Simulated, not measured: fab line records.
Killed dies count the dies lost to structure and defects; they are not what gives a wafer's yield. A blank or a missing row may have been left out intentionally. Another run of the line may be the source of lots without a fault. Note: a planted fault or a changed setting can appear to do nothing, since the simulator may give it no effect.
Chamber matching    flow nandHarc    NHARC_A_M1_CMP_23 on cmp-04 has 4 sister chambers
The step polishes, t overpolish 20 s, target thk 154.34 nm. 4 wafers are shown with their chamber, then 10 later ones without.

## EACH WAFER AND ITS CHAMBER
wafer   chamber  motorCurrentA (A)
L081.1  2        10.6
L083.4  3        10.0
L088.2  0        11.8
L088.4  1        11.1

## WAFERS WITHOUT THEIR CHAMBER
wafer   motorCurrentA (A)
L088.6  11.8
L090.1  10.4
L090.3  11.1
L090.6  11.2
L092.3  10.9
L092.4  10.9
L092.6  10.7
L093.1  11.1
L093.3  11.4
L093.5  12.1

## WHICH CHAMBER EACH WENT THROUGH
wafer    from the rows above       in truth
L088.6   0                         0
L090.1   can't be placed: 2 or 3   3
L090.3   1                         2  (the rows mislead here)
L090.6   1                         1
L092.3   can't be placed: 1 or 2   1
L092.4   can't be placed: 1 or 2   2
L092.6   can't be placed: 2 or 1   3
L093.1   1                         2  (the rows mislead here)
L093.3   can't be placed: 1 or 0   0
L093.5   0                         0
Correct placement for 3 of the 10. These rows do not allow placing 5 (true chamber among the candidates in 4). Wrongly placed: 2.
How it was worked out, from the rows above alone: a wafer's distance from a chamber is the root of the sum, over the readings, of the square of ((its reading less the chamber's mean) divided by the reading's scatter). The wafer belongs to the nearest chamber; if the next one is less than 2 further off, it can't be placed. For every chamber, the mean is computed from those of its wafers that are shown. The scatter: root of mean squared gap, hidden wafer to nearest shown wafer, with one shown wafer a chamber.
